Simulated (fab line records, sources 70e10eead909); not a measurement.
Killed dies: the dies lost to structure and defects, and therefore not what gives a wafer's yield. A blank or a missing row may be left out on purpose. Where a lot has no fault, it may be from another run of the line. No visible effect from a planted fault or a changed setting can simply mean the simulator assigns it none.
fab line records -- flow nand_harc
[record] lots = 7, wafers = 18, last_day = 34
route steps=1302 shown A_CHANNEL_HOLE_D1@457
lots that met no fault: from a run of the same line without faults
start_h: hours from the record's first day to the start of the lot's first wafer shown -- wait_h: how many hours have passed since the lot's step before this one -- " unchanged from the row above -- L1.1+2: one row covering several wafers at once -- - either no value or no given start -- * or withheld: withheld -- < > ~ a bound
route shown NAME@n: NAME is a module with steps in the file, n the number in the route of the first one -- usual: average and standard deviation across the fault-free wafers -- same: alike in all rows -- chamber/n: place in a boat -- sites: the reading at each site -- _std_site: standard deviation across them -- _edge_site: outer sites' mean less inner sites' -- radius_mm: for every site, how far away it sits from the centre of the wafer -- mask NAME#n: copy n -- behind: the tool/chamber that last shaped the wafer -- hold: the reason the lot was held/the length of the hold in hours/how it ended -- device: names the non-switching transistor (n, p or np) -- end of line: the tests these same wafers got at the end of their route -- a step given without rows: its recipe and nothing more -- killed: the dies lost at the first sort to structure and to defects; this is not the yield of the wafer -- map: dies across one wafer; x = killed, . = not, _ = none there
set.NAME: the setting as run; set.NAME@STEP: as run at that earlier step -- model.NAME: the simulator's own value behind a step, which no gauge read
a table for each step, a row for each wafer; lots at some steps of the route
services: from which hour (start_h, from the record's first day; less than 0 if before it) a tool's chamber was out of use, for how many hours, and why
[[steps]]
[step NHARC_A_CHANNEL_HOLE_D1_SOFTBAKE_05]
[recipe] temp_c = 105, time_s = 55
[step NHARC_A_CHANNEL_HOLE_D1_EBR_06]
[step NHARC_A_CHANNEL_HOLE_D1_EXPOSE_07]
[recipe] na = 1.35, target_cd_nm = 100, sigma_outer = 0.3, dose_mj = 59.65, mask_id = HOLE_D1
[step NHARC_A_CHANNEL_HOLE_D1_PEB_08]
[recipe] peb_temp_c = 100, peb_time_s = 65
[step NHARC_A_CHANNEL_HOLE_D1_DEVELOP_09]
[recipe] develop_time_s = 35, dev_temp_c = 23
[step NHARC_A_CHANNEL_HOLE_D1_CD_MEAS_10]
[recipe] target_cd_nm = 100, landing_energy_ev = 500
[usual] cd_nm = 100.0/0.47
lot.wafer,tool,chamber,start_h,wait_h,cd_nm
L602.2,cd_sem-02,0,206.80,-,100.6
L602.3,cd_sem-02,0,206.80,-,99.7
L602.4,cd_sem-02,0,206.80,-,100.9
L603.1,cd_sem-01,0,221.91,-,100.9
L603.3,cd_sem-01,0,221.91,-,99.5
L603.4,cd_sem-01,0,221.91,-,100.6
L607.1,cd_sem-03,0,261.59,-,100.5
L607.4,cd_sem-03,0,261.59,-,100.1
L607.5,cd_sem-03,0,261.59,-,99.9
L608.3,cd_sem-02,0,265.24,-,99.8
L608.4,cd_sem-02,0,265.24,-,100.2
L609.3,cd_sem-01,0,285.33,-,101.1
L609.4,cd_sem-01,0,285.33,-,99.7
L610.4,cd_sem-03,0,292.01,-,100.1
L610.6,cd_sem-03,0,292.01,-,100.5
L622.1,cd_sem-02,0,414.54,-,100.2
L622.2,cd_sem-02,0,414.54,-,99.8
L622.4,cd_sem-02,0,414.54,-,100.0
[step NHARC_A_CHANNEL_HOLE_D1_OVL_MEAS_11]
[usual] overlay_x_nm = -0.1/0.73, overlay_y_nm = 0.0/0.97
lot.wafer,tool,chamber,start_h,wait_h,overlay_x_nm,overlay_y_nm
L602.2,overlay-01,-,206.88,-,0.1,-1.5
L602.3,overlay-01,-,206.88,-,0.3,-1.2
L602.4,overlay-01,-,206.88,-,-0.1,-0.9
L603.1,overlay-01,-,222.00,-,0.5,-1.0
L603.3,overlay-01,-,222.00,-,0.4,-0.8
L603.4,overlay-01,-,222.00,-,0.0,-1.4
L607.1,overlay-02,-,261.68,-,1.2,-0.2
L607.4,overlay-02,-,261.68,-,0.9,-0.7
L607.5,overlay-02,-,261.68,-,1.4,-0.1
L608.3,overlay-01,-,265.33,-,-0.4,2.4
L608.4,overlay-01,-,265.33,-,0.3,2.5
L609.3,overlay-02,-,285.41,-,-1.4,0.6
L609.4,overlay-02,-,285.41,-,-1.2,0.7
L610.4,overlay-01,-,292.09,-,-0.7,-0.6
L610.6,overlay-01,-,292.09,-,-0.5,-1.0
L622.1,overlay-01,-,414.63,-,-0.6,0.0
L622.2,overlay-01,-,414.63,-,-0.2,0.7
L622.4,overlay-01,-,414.63,-,-0.4,0.7
[step NHARC_A_CHANNEL_HOLE_D1_INSPECT_12]
[usual] raw_defect_count = 5.3/2.7
lot.wafer,tool,chamber,start_h,wait_h,raw_defect_count
L602.2,defect_inspect-01,-,206.92,0.0,3
L602.3,defect_inspect-01,-,206.92,0.0,6
L602.4,defect_inspect-01,-,206.92,0.0,4
L603.1,defect_inspect-01,-,222.04,0.0,3
L603.3,defect_inspect-01,-,222.04,0.0,3
L603.4,defect_inspect-01,-,222.04,0.0,7
L607.1,defect_inspect-02,-,261.71,0.0,1
L607.4,defect_inspect-02,-,261.71,0.0,1
L607.5,defect_inspect-02,-,261.71,0.0,6
L608.3,defect_inspect-02,-,265.38,0.1,5
L608.4,defect_inspect-02,-,265.38,0.1,3
L609.3,defect_inspect-02,-,285.45,0.0,4
L609.4,defect_inspect-02,-,285.45,0.0,7
L610.4,defect_inspect-02,-,292.13,0.0,7
L610.6,defect_inspect-02,-,292.13,0.0,7
L622.1,defect_inspect-01,-,414.66,0.0,13
L622.2,defect_inspect-01,-,414.66,0.0,7
L622.4,defect_inspect-01,-,414.66,0.0,7
[step NHARC_A_CHANNEL_HOLE_D1_DESCUM_15]
[recipe] time_s = 3, o2_flow_sccm = 200, ar_flow_sccm = 0, bias_power_w = 0, chemistry = O2
[usual] drypump_motor_current_A = 6.06/0.27, oes_product_au = 1.004/0.011, rf_vpp_V = 58.0/0.93, showerhead_plenum_p_Torr = 1.94/0.09, throttle_valve_pct = 11.310/0.0088
lot.wafer,tool,chamber,start_h,wait_h,drypump_motor_current_A,oes_product_au,rf_hours_counter_h,rf_vpp_V,showerhead_plenum_p_Torr,throttle_valve_pct
L602.3,rie_diel-10,3,206.98,0.1,6.23,0.999,11,57.0,2.06,11.316
L602.2,rie_diel-10,0,206.98,0.1,5.99,1.008,11,57.3,2.01,11.304
L602.4,rie_diel-10,1,206.98,0.1,5.94,0.997,-,56.6,1.94,11.328
L603.1,rie_diel-10,0,222.10,0.1,6.01,0.996,12,58.4,2.01,11.319
L603.4,rie_diel-10,1,222.10,0.1,5.97,0.996,13,56.6,1.94,11.316
L603.3,rie_diel-10,3,222.10,0.1,6.21,0.996,13,58.1,2.06,11.303
L607.1,rie_diel-12,3,261.77,0.1,6.29,1.011,53,57.1,1.95,11.325
L607.4,rie_diel-12,2,261.77,0.1,5.83,1.008,45,58.4,1.92,11.304
L607.5,rie_diel-12,0,261.77,0.1,6.37,0.990,-,56.8,1.80,11.307
L608.3,rie_diel-10,2,265.44,0.1,6.30,1.009,1,59.0,1.80,11.303
L608.4,rie_diel-10,1,265.44,0.1,5.98,0.987,1,58.1,1.94,11.304
L609.3,rie_diel-10,1,285.51,0.1,5.89,0.994,3,57.5,1.94,11.319
L609.4,rie_diel-10,0,285.51,0.1,6.00,1.028,3,58.9,2.01,11.297
L610.4,rie_diel-10,0,292.20,0.1,6.04,1.026,4,60.1,2.01,11.322
L610.6,rie_diel-10,2,292.20,0.1,6.26,1.007,-,57.3,1.80,11.299
L622.1,rie_diel-10,2,414.73,0.1,6.27,1.026,15,57.3,1.80,11.294
L622.2,rie_diel-10,0,414.73,0.1,6.00,1.032,16,58.5,2.00,11.317
L622.4,rie_diel-10,1,414.73,0.1,5.95,1.008,16,58.8,1.93,11.312
[step NHARC_A_CHANNEL_HOLE_D1_ETCH_38]
[recipe] target_depth_a = 390, over_etch_frac = 0.3, time_s = 65, ion_energy_ev = 80, cf4_flow_sccm = 150, ar_flow_sccm = 0, rf_w = 300, bias_w = 100, chemistry = CF4
[usual] drypump_motor_current_A = 6.05/0.28, oes_product_au = 1.003/0.012, rf_vpp_V = 151.6/1.3, run_length_s = 86.2/0.54, showerhead_plenum_p_Torr = 1.80/0.077, throttle_valve_pct = 13.284/0.0084
lot.wafer,tool,chamber,start_h,wait_h,drypump_motor_current_A,oes_product_au,rf_hours_counter_h,rf_vpp_V,run_length_s,showerhead_plenum_p_Torr,throttle_valve_pct
L602.3,rie_diel-10,3,207.09,0.1,6.20,1.008,11,153.6,85.6,1.89,13.292
L602.2,rie_diel-10,0,207.09,0.1,6.00,1.011,11,152.7,87.3,1.85,13.289
L602.4,rie_diel-10,3,207.09,0.1,6.22,1.009,-,152.7,86.2,1.89,13.260
L603.4,rie_diel-10,3,222.30,0.2,6.24,1.001,13,152.0,85.6,1.89,13.300
L603.3,rie_diel-10,0,222.30,0.2,6.01,0.996,13,152.3,86.5,1.85,13.286
L603.1,rie_diel-10,2,222.30,0.2,6.27,0.997,10,150.4,86.0,1.67,13.291
L607.4,rie_diel-12,1,261.86,0.1,6.04,1.001,52,151.1,86.6,1.78,13.288
L607.1,rie_diel-12,3,261.86,0.1,6.30,1.013,53,150.8,87.0,1.80,13.288
L607.5,rie_diel-12,0,261.86,0.1,6.39,0.988,-,148.6,86.9,1.67,13.275
L608.4,rie_diel-10,1,265.53,0.1,5.93,0.996,1,151.7,85.6,1.79,13.277
L608.3,rie_diel-10,2,265.53,0.1,6.30,1.025,1,149.1,86.3,1.67,13.285
L609.4,rie_diel-10,1,285.60,0.1,5.93,1.000,3,152.3,85.7,1.79,13.284
L609.3,rie_diel-10,2,285.60,0.1,6.27,1.017,3,149.0,85.8,1.67,13.294
L610.4,rie_diel-10,0,292.29,0.1,6.04,1.034,4,153.0,86.9,1.85,13.285
L610.6,rie_diel-10,2,292.29,0.1,6.30,1.005,-,150.2,86.1,1.67,13.279
L622.2,rie_diel-10,3,414.81,0.1,6.19,1.009,15,152.6,85.8,1.89,13.302
L622.4,rie_diel-10,0,414.81,0.1,6.02,1.007,16,153.4,86.7,1.85,13.290
L622.1,rie_diel-10,1,414.81,0.1,5.93,1.001,16,150.7,85.9,1.78,13.288
[step NHARC_A_CHANNEL_HOLE_D1_ETCH_39]
[recipe] target_depth_a = 2600, over_etch_frac = 0.3, time_s = 325, ion_energy_ev = 200, n2_flow_sccm = 150, h2_flow_sccm = 150, ar_flow_sccm = 0, rf_w = 400, bias_w = 150, chemistry = N2/H2
[usual] drypump_motor_current_A = 6.06/0.27, h2_flow_sccm = 150.0/0.46, oes_product_au = 1.005/0.011, rf_vpp_V = 431.4/2.9, run_length_s = 346.1/0.55, showerhead_plenum_p_Torr = 2.08/0.1, throttle_valve_pct = 14.171/0.0088
lot.wafer,tool,chamber,start_h,wait_h,drypump_motor_current_A,h2_flow_sccm,oes_product_au,rf_hours_counter_h,rf_vpp_V,run_length_s,showerhead_plenum_p_Torr,throttle_valve_pct
L602.2,rie_diel-10,3,-,-,6.24,150.4,1.008,11,433.8,345.4,2.20,14.172
L602.3,rie_diel-10,0,-,-,5.99,149.8,1.002,11,431.3,346.6,2.14,14.166
L602.4,rie_diel-10,1,-,-,5.93,149.5,1.007,-,431.1,345.8,2.07,14.178
L603.4,rie_diel-10,3,-,-,6.22,149.5,1.004,13,434.6,345.7,2.20,14.182
L603.1,rie_diel-10,1,-,-,5.92,150.0,1.003,13,431.1,345.6,2.06,14.182
L603.3,rie_diel-10,2,-,-,6.29,149.7,0.996,10,427.1,345.7,1.92,14.161
L607.4,rie_diel-12,2,-,-,5.84,150.1,1.016,45,430.2,346.1,2.04,14.168
L607.1,rie_diel-12,0,-,-,6.38,149.2,0.988,43,425.7,346.6,1.91,14.160
L607.5,rie_diel-12,2,-,-,5.85,150.0,1.010,-,430.9,346.3,2.04,14.177
L608.3,rie_diel-10,3,-,-,6.25,149.2,1.009,1,435.1,345.6,2.20,14.173
L608.4,rie_diel-10,1,-,-,5.99,150.4,1.012,1,432.1,345.8,2.06,14.164
L609.4,rie_diel-10,2,-,-,6.27,150.1,1.010,3,427.0,346.2,1.92,14.164
L609.3,rie_diel-10,0,-,-,6.00,150.1,1.020,3,433.6,346.6,2.14,14.159
L610.4,rie_diel-10,0,-,-,6.00,149.8,1.026,4,432.8,346.7,2.14,14.181
L610.6,rie_diel-10,1,-,-,5.96,149.6,1.002,-,430.3,346.2,2.06,14.189
L622.2,rie_diel-10,2,-,-,6.28,149.5,1.012,15,427.6,345.6,1.91,14.172
L622.1,rie_diel-10,3,-,-,6.20,150.0,1.000,15,433.5,346.1,2.19,14.165
L622.4,rie_diel-10,0,-,-,6.02,150.2,1.007,16,432.7,346.7,2.14,14.163
[step NHARC_A_CHANNEL_HOLE_D1_ETCH_34]
[recipe] target_depth_a = 1540, time_s = 77, cf4_flow_sccm = 100, chf3_flow_sccm = 30, ar_flow_sccm = 0, rf_w = 500, bias_w = 200, chemistry = CF4/CHF3
[usual] drypump_motor_current_A = 6.04/0.27, oes_product_au = 0.944/0.024, rf_vpp_V = 371.6/2.5, run_length_s = 98.2/0.55, showerhead_plenum_p_Torr = 1.60/0.067, throttle_valve_pct = 16.802/0.0087
lot.wafer,tool,chamber,start_h,wait_h,drypump_motor_current_A,oes_product_au,rf_hours_counter_h,rf_vpp_V,run_length_s,showerhead_plenum_p_Torr,throttle_valve_pct
L602.3,rie_diel-10,0,-,-,6.01,0.918,11,372.9,99.0,1.65,16.794
L602.2,rie_diel-10,1,-,-,5.92,0.934,11,371.6,97.8,1.59,16.814
L602.4,rie_diel-10,1,-,-,5.91,0.928,-,370.9,97.8,1.59,16.803
L603.4,rie_diel-10,3,-,-,6.21,0.920,14,373.7,97.5,1.68,16.810
L603.3,rie_diel-10,1,-,-,5.95,0.923,14,370.5,97.6,1.59,16.789
L603.1,rie_diel-10,2,-,-,6.30,0.924,10,367.1,97.9,1.49,16.790
L607.4,rie_diel-12,2,-,-,5.80,0.935,46,370.2,98.3,1.57,16.793
L607.1,rie_diel-12,0,-,-,6.36,0.913,43,368.2,99.0,1.48,16.799
L607.5,rie_diel-12,2,-,-,5.81,0.940,-,371.1,98.0,1.58,16.811
L608.4,rie_diel-10,0,-,-,5.96,0.996,1,372.8,99.3,1.65,16.812
L608.3,rie_diel-10,3,-,-,6.20,0.957,1,374.7,97.4,1.68,16.799
L609.4,rie_diel-10,2,-,-,6.29,0.975,3,368.1,98.4,1.49,16.806
L609.3,rie_diel-10,3,-,-,6.19,0.972,4,374.3,97.6,1.68,16.816
L610.4,rie_diel-10,0,-,-,5.99,0.999,4,373.1,98.9,1.65,16.793
L610.6,rie_diel-10,0,-,-,5.97,1.000,-,373.3,99.2,1.65,16.800
L622.1,rie_diel-10,3,-,-,6.21,0.957,15,374.4,97.4,1.68,16.803
L622.2,rie_diel-10,0,-,-,6.03,0.989,16,372.1,98.9,1.64,16.808
L622.4,rie_diel-10,1,-,-,5.95,0.980,16,369.4,97.9,1.59,16.802
[step NHARC_A_CHANNEL_HOLE_D1_ETCH_16]
[recipe] target_depth_a = 31000, over_etch_frac = 0.3, time_s = 806, ion_energy_ev = 150, o2_flow_sccm = 400, cos_flow_sccm = 20, ar_flow_sccm = 0, rf_w = 500, bias_w = 300, chemistry = O2/COS
[usual] drypump_motor_current_A = 6.06/0.27, oes_product_au = 1.004/0.012, rf_vpp_V = 314.9/2, run_length_s = 827.2/0.53, showerhead_plenum_p_Torr = 3.18/0.13, throttle_valve_pct = 28.329/0.0088
lot.wafer,tool,chamber,start_h,wait_h,drypump_motor_current_A,oes_product_au,rf_hours_counter_h,rf_vpp_V,run_length_s,showerhead_plenum_p_Torr,throttle_valve_pct
L602.2,rie_diel-10,0,207.60,-,6.00,0.996,11,315.2,827.8,3.27,28.333
L602.3,rie_diel-10,3,207.60,-,6.23,0.994,12,318.5,826.7,3.34,28.333
L602.4,rie_diel-10,1,207.60,-,5.93,0.992,-,314.5,826.6,3.16,28.313
L603.3,rie_diel-10,1,223.08,-,5.95,0.992,14,314.5,826.8,3.16,28.323
L603.1,rie_diel-10,2,223.08,-,6.32,0.991,10,312.7,827.0,2.95,28.339
L603.4,rie_diel-10,3,223.08,-,6.25,0.997,14,318.1,826.5,3.34,28.326
L607.4,rie_diel-12,3,262.35,-,6.31,1.007,53,313.5,827.9,3.18,28.328
L607.1,rie_diel-12,0,262.35,-,6.38,0.994,43,311.2,828.1,2.95,28.330
L607.5,rie_diel-12,2,262.35,-,5.82,1.007,-,315.4,827.1,3.12,28.318
L608.3,rie_diel-10,0,265.96,-,6.02,1.032,1,317.0,827.6,3.27,28.314
L608.4,rie_diel-10,1,265.96,-,5.93,1.004,1,315.8,605.5,3.16,28.317
L609.3,rie_diel-10,2,286.09,-,6.28,1.007,3,311.7,827.2,2.95,28.330
L609.4,rie_diel-10,3,286.09,-,6.22,0.987,4,318.7,604.8,3.34,28.318
L610.4,rie_diel-10,3,292.77,-,6.20,0.997,4,316.1,605.0,3.34,28.311
L610.6,rie_diel-10,2,292.77,-,6.31,1.011,-,311.3,604.8,2.95,28.315
L622.1,rie_diel-10,2,415.25,-,6.30,1.006,15,313.1,826.8,2.94,28.340
L622.4,rie_diel-10,3,415.25,-,6.22,1.001,15,317.5,826.4,3.33,28.344
L622.2,rie_diel-10,0,415.25,-,5.98,1.019,16,314.9,827.8,3.26,28.319
[step NHARC_A_CHANNEL_HOLE_D1_CD_MEAS_18]
[usual] cd_nm = 98.8/2.5
lot.wafer,tool,chamber,start_h,wait_h,cd_nm
L602.2,cd_sem-03,-,208.31,-,103.4
L602.3,cd_sem-03,-,208.31,-,96.3
L602.4,cd_sem-03,-,208.31,-,101.9
L603.1,cd_sem-01,-,223.65,-,100.8
L603.3,cd_sem-01,-,223.65,-,95.7
L603.4,cd_sem-01,-,223.65,-,98.0
L607.1,cd_sem-03,-,262.87,-,99.9
L607.4,cd_sem-03,-,262.87,-,99.4
L607.5,cd_sem-03,-,262.87,-,96.0
L608.3,cd_sem-03,-,266.55,-,100.4
L608.4,cd_sem-03,-,266.55,-,96.5
L609.3,cd_sem-01,-,286.62,-,101.6
L609.4,cd_sem-01,-,286.62,-,95.9
L610.4,cd_sem-02,-,293.30,-,94.9
L610.6,cd_sem-02,-,293.30,-,95.6
L622.1,cd_sem-03,-,415.84,-,100.1
L622.2,cd_sem-03,-,415.84,-,99.8
L622.4,cd_sem-03,-,415.84,-,94.5
[[services]]
tool,chamber,start_h,hours,kind
rie_diel-10,2,183.50,8.9,repair
rie_diel-12,1,187.16,4.0,repair
rie_diel-12,2,195.04,16.3,repair
rie_diel-12,0,195.35,17.2,repair
rie_diel-10,0,197.48,-,clean
rie_diel-10,1,197.48,-,clean
rie_diel-10,2,197.48,-,clean
rie_diel-10,3,197.48,-,clean
rie_diel-10,2,201.88,16.8,repair
rie_diel-10,0,221.98,-,clean
rie_diel-10,1,221.98,-,clean
rie_diel-10,2,221.98,-,clean
rie_diel-10,3,221.98,-,clean
rie_diel-10,-,242.74,9.0,pm
rie_diel-10,0,242.74,9.0,vent_cycle
rie_diel-10,1,242.74,9.0,vent_cycle
rie_diel-10,2,242.74,9.0,vent_cycle
rie_diel-10,3,242.74,9.0,vent_cycle
rie_diel-10,0,251.74,-,clean
rie_diel-12,-,268.43,9.0,pm
rie_diel-12,-,286.44,1.5,repair
rie_diel-10,3,313.12,1.3,repair
rie_diel-10,2,393.87,4.1,repair
rie_diel-12,1,411.34,1.3,repair
[[key]]
[first_sign] step = NHARC_A_CHANNEL_HOLE_D1_ETCH_16, reading = run_length_s, direction = down, sigmas = 99+, usual = *, struck = *
effect none on later readings
met_at NHARC_A_CHANNEL_HOLE_D1_ETCH_16
struck_wafers L608.4,L609.4,L610.4,L610.6
later_rows_left_out L608.4,L609.4,L610.4,L610.6
sort_left_out L608.4,L609.4,L610.4,L610.6
tester_left_out L608,L609,L610
onset_between 223.08 265.96
[fault] kind = process_parameter_drift, tool = rie_diel-10, chamber = -, onset_h = 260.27, steps = NHARC_A_CHANNEL_HOLE_D1_ETCH_16, channel = time_s, offset = *, shape = step, end_h = 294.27, scope = struck_wafers_only, acts_in = *, stated = *
// tester_left_out: of these lots the tester's yield and bins aren't shown, on N5 and GAA mostly nor the transistor test; their killed dies are dies lost to structure and defects alone, not to doping, threshold or leakage, so they don't give the yield
// sort_left_out: the simulated sort isn't trusted on such a fault, so these wafers' sort isn't shown, and their yield isn't known
// later_rows_left_out: the simulator's readings of these wafers behind a module that went badly wrong aren't trusted and aren't shown, but for the sort
